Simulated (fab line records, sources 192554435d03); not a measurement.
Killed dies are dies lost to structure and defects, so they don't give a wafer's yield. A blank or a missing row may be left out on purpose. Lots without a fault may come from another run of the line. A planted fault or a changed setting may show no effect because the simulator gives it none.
fab line records | flow n5_finfet
record lots=4 wafers=12 last_day=15
route steps=1938 shown BEOL_M8@1395 BEOL_M9@1401
lots that met no fault: from a run of the same line without faults
start_h: hours from the record's first day to the start of the lot's first wafer shown | wait_h: hours since the lot's step before | " the same as in the row above | L1.1+2: a row that stands for several wafers | - no value, or no start given | * or withheld: withheld | < > ~ a bound
route shown NAME@n: a module of which the file shows steps, and the number in the route of the first | usual: mean/standard deviation of fault-free wafers | same: alike in all rows | chamber/n: place in a boat | sites: the reading at each site | _std_site: their standard deviation | _edge_site: outer sites' mean less inner sites' | radius_mm: how far each site lies from the wafer's centre | mask NAME#n: copy n | behind: the tool/chamber that last shaped the wafer | hold: why the lot was held/for how many hours/how that ended | device: the transistor (n, p or np) that didn't switch | end of line: the same wafers' tests at the end of the route | a step without rows: its recipe alone | killed: dies lost to structure and defects at the first sort, not the wafer's yield | map: a wafer's dies, x killed, . not, _ none there
set.NAME: the setting as run; set.NAME@STEP: as run at that earlier step | model.NAME: the simulator's own value behind a step, which no gauge read
lots at some steps of the route; a table a step, a row a wafer
services: from which hour (start_h, from the record's first day; less than 0 if before it) a tool's chamber was out of use, for how many hours, and why
## steps
# step N5_BEOL_M8_CMP_52
# recipe stop_on=SiCOH_lowk t_overpolish_s=6.9 down_force_psi=1 platen_rpm=50 clearing_platen_down_force_psi=1.5 clearing_platen_rpm=50 post_cmp_clean=cu_alkaline target_thk_nm=80 clearing_platen_pad_velocity_m_s=0.99484 pad_velocity_m_s=0.99484
# step N5_BEOL_M8_PRE_CLEAN_55
# recipe gas=NH3 time_s=15 temp_c=withheld rf_power_w=300
# step N5_BEOL_M8_DEP_56
# recipe material=SiCN target_thk_a=100 temp_c=withheld precursor=3MS/NH3 pressure_torr=3 rf_w=202 time_s=17.5
# step N5_BEOL_M9_ILD_DEP_00
# recipe material=SiCOH_lowk target_thk_a=3085.1 temp_c=300 precursor=DEMS/porogen pressure_torr=5 rf_w=500 time_s=58
# step N5_BEOL_M9_CURE_71
# recipe temp_c=385 time_s=240 ambient=He/Ar material=SiCOH_lowk
# step N5_BEOL_M9_PECVD_70
# recipe material=SiO2 target_thk_a=200 temp_c=400 precursor=TEOS/O2 pressure_torr=5.5 rf_w=450 teos_flow_sccm=53.8 gas=O2 flow_sccm=3000 time_s=22.7
# step N5_BEOL_M9_HM_DEP_02
# recipe material=TiN target_thk_a=200 temp_c=25 chamber_pressure_pa=0.49996
# step N5_BEOL_M9_COAT_59
# recipe resist=SOC temp_c=250 time_s=60 spin_rpm=1500 resist_thk_nm=100
# step N5_BEOL_M9_COAT_60
# recipe resist=SiARC temp_c=220 time_s=60 spin_rpm=1500 resist_thk_nm=30
# usual dispense_pressure_kPa=48.2/2.4 spin_speed_rpm=1500.1/1
# columns lot.wafer tool chamber start_h wait_h dispense_pressure_kPa spin_speed_rpm model.SiARC_of_BEOL_M9_COAT_60.thk_nm
L477.1 litho_track-02 0 228.11 - 45.3 1500.1 30.2
L477.2 " 0 " " 45.3 1499.9 30
L477.5 " 0 " " 45.3 1502.2 30.2
L483.2 litho_track-02 0 282.05 - 45.3 1459.9 30.2
L483.3 " 0 " " 45.3 1458.5 30.4
L483.6 " 0 " " 45.4 1459.4 30.4
L482.3 litho_track-04 0 290.68 - 48.5 1499.1 30.2
L482.4 " 0 " " 48.5 1498.3 30
L482.5 " 0 " " 48.5 1499.9 30.2
L485.1 litho_track-02 0 294.71 - 45.4 1459.7 30.4
L485.3 " 0 " " 45.3 1460.1 30.4
L485.6 " 0 " " 45.3 1459.6 30.4
# step N5_BEOL_M9_COAT_05
# recipe resist=CAR-ArF spin_rpm=1500 resist_thk_nm=90
# step N5_BEOL_M9_EBR_07
# recipe solvent=PGMEA ebr_width_mm=1.5
# step N5_BEOL_M9_SOFTBAKE_06
# recipe temp_c=110 time_s=60 resist=CAR-ArF
# step N5_BEOL_M9_EXPOSE_08
# recipe mask_id=M9 na=1.35 source_shape=dipole sigma_inner=0.411 sigma_outer=0.611 polarization=te dose_mj=53.75
# step N5_BEOL_M9_PEB_09
# recipe peb_temp_c=withheld peb_time_s=60 resist=CAR-ArF
# step N5_BEOL_M9_DEVELOP_10
# recipe develop_time_s=30 developer=TMAH resist=CAR-ArF rinse_liquid=diw dry=air_spin dev_temp_c=23
# step N5_BEOL_M9_DESCUM_16
# recipe chemistry=O2 time_s=7.9 source_power_w=50 bias_power_w=20 pressure_mtorr=20 rf_frequency_hz=2.712e+07 temp_c=40 resist=CAR-ArF o2_flow_sccm=225
# step N5_BEOL_M9_ETCH_61
# recipe chemistry=CF4 target=SiARC target_depth_a=390 mask_material=CAR-ArF time_s=65 ion_energy_ev=80 pressure_mtorr=40 source_w=545 bias_w=36 Ar_flow_sccm=100 cf4_flow_sccm=100 ends=cleared
# usual bias_w=36.00/0.1 drypump_motor_current_A=5.7/0.69 etch_rf_on_time_s=66.3/1.7 oes_product_au=0.64/0.049 rf_vpp_V=183.5/1 showerhead_plenum_p_Torr=2.11/0.052 throttle_valve_pct=15.58/0.18
# columns lot.wafer tool chamber start_h wait_h bias_w drypump_motor_current_A etch_rf_on_time_s oes_product_au rf_hours_counter_h rf_vpp_V showerhead_plenum_p_Torr throttle_valve_pct model.etch.depth_nm model.CAR-ArF_of_BEOL_M9_COAT_05.thk_nm
L477.1 rie_diel-01 1 228.62 0.0 35.91 4.9 67.7 0.59 210 182.3 2.04 15.69 30.14 55.6
L477.2 " 0 " " 36.08 5.6 63.2 0.68 133 184.1 2.17 15.77 30.09 55.6
L477.5 " 0 " " 36.09 5.6 63.8 0.68 - 183.2 2.17 15.79 30.13 55.2
L483.2 rie_diel-01 3 282.54 0.0 36.00 6.4 66.6 0.71 66 183.2 2.10 15.57 30.3 55.2
L483.3 " 0 " " 35.96 5.6 63.9 0.67 149 183.7 2.16 15.81 30.31 55.4
L483.6 " 2 " " 36.23 5.2 67.8 0.59 - 184.2 2.14 15.45 30.32 55.4
L482.3 rie_diel-03 3 291.38 0.0 35.82 6.5 64.3 0.61 231 184.2 2.11 15.71 30.16 55.4
L482.4 " 0 " " 36.11 6.4 69.3 0.65 119 183.7 2.14 15.41 30.1 55.6
L482.5 " 0 " " 36.02 6.4 69.2 0.65 - 184.3 2.14 15.43 30.15 55.6
L485.1 rie_diel-04 2 295.29 0.0 36.12 6.4 68.6 0.70 50 181.6 2.08 15.26 30.47 55.2
L485.3 " 0 " " 35.92 5.4 68.4 0.59 221 184.1 2.19 15.58 30.39 55
L485.6 " 3 " " 36.07 6.8 67.1 0.67 - 183.8 2.08 15.56 30.37 55.4
# step N5_BEOL_M9_ETCH_62
# recipe chemistry=N2/H2 target=SOC target_depth_a=1100 overetch_a=220 mask_material=SiARC temp_c=40 time_s=165 ion_energy_ev=200 pressure_mtorr=30 source_w=840 bias_w=150 n2_flow_sccm=200 h2_flow_sccm=200
# usual bias_w=149.9/0.47 drypump_motor_current_A=5.7/0.69 oes_product_au=0.64/0.046 rf_vpp_V=522.7/1.9 showerhead_plenum_p_Torr=2.50/0.071 temp_c=39.99/0.11 throttle_valve_pct=17.75/0.19
# columns lot.wafer tool chamber start_h wait_h bias_w drypump_motor_current_A oes_product_au rf_hours_counter_h rf_vpp_V showerhead_plenum_p_Torr temp_c throttle_valve_pct model.SiARC_of_BEOL_M9_COAT_60.thk_nm
L477.1 rie_diel-01 1 228.67 0.0 150.4 4.9 0.60 210 518.9 2.40 39.86 17.90 23.8
L477.2 " 0 " " 150.2 5.6 0.66 133 523.4 2.55 40.12 17.82 23.4
L477.5 " 0 " " 150.4 5.6 0.67 - 523.2 2.55 40.08 17.82 23.6
L483.2 rie_diel-01 3 282.59 0.0 150.9 6.3 0.71 66 522.3 2.48 40.04 17.75 24
L483.3 " 0 " " 150.2 5.6 0.65 149 523.6 2.55 39.83 17.83 23.6
L483.6 " 2 " " 149.9 5.2 0.60 - 524.1 2.53 40.09 17.61 24
L482.3 rie_diel-03 3 291.43 0.0 150.3 6.5 0.60 231 524.1 2.52 39.93 18.02 23.8
L482.4 " 0 " " 150.0 6.4 0.67 119 523.8 2.55 39.80 17.71 24
L482.5 " 0 " " 150.2 6.4 0.66 - 524.0 2.55 40.03 17.73 24.2
L485.1 rie_diel-04 2 295.34 0.0 150.1 6.5 0.71 50 523.4 2.47 40.22 17.37 24
L485.3 " 0 " " 150.1 5.4 0.60 221 526.2 2.63 39.88 17.82 24
L485.6 " 3 " " 151.2 6.7 0.67 - 519.6 2.46 39.94 17.79 23.8
# step N5_BEOL_M9_STRIP_68
# recipe chemistry=N2/H2 temp_c=40 n2_flow_sccm=200 h2_flow_sccm=200 rf_frequency_hz=6e+07
## services
# columns tool chamber start_h hours kind
rie_diel-01 3 233.71 4.6 repair
litho_track-04 - 242.79 - consumable_replace:filter
rie_diel-03 - 247.81 0.9 repair
rie_diel-03 1 292.57 11.4 repair
## key
first_sign step=N5_BEOL_M9_COAT_60 reading=spin_speed_rpm direction=down sigmas=41 usual=* struck=*
effect none on later readings
model_effect step=N5_BEOL_M9_COAT_60 value=SiARC_of_BEOL_M9_COAT_60.thk_nm without=29.9 struck=30.37
model_effect step=N5_BEOL_M9_ETCH_61 value=etch.depth_nm without=29.94 struck=30.36
model_effect step=N5_BEOL_M9_ETCH_62 value=SiARC_of_BEOL_M9_COAT_60.thk_nm without=23.5 struck=23.9
met_at N5_BEOL_M9_COAT_60
struck_wafers L483.2,L483.3,L483.6,L485.1,L485.3,L485.6
onset_between 228.11 282.05
fault kind=process_parameter_drift tool=litho_track-02 chamber=- onset_h=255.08 steps=N5_BEOL_M9_COAT_60 channel=spin_rpm offset=* shape=step end_h=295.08 acts_in=* stated=*
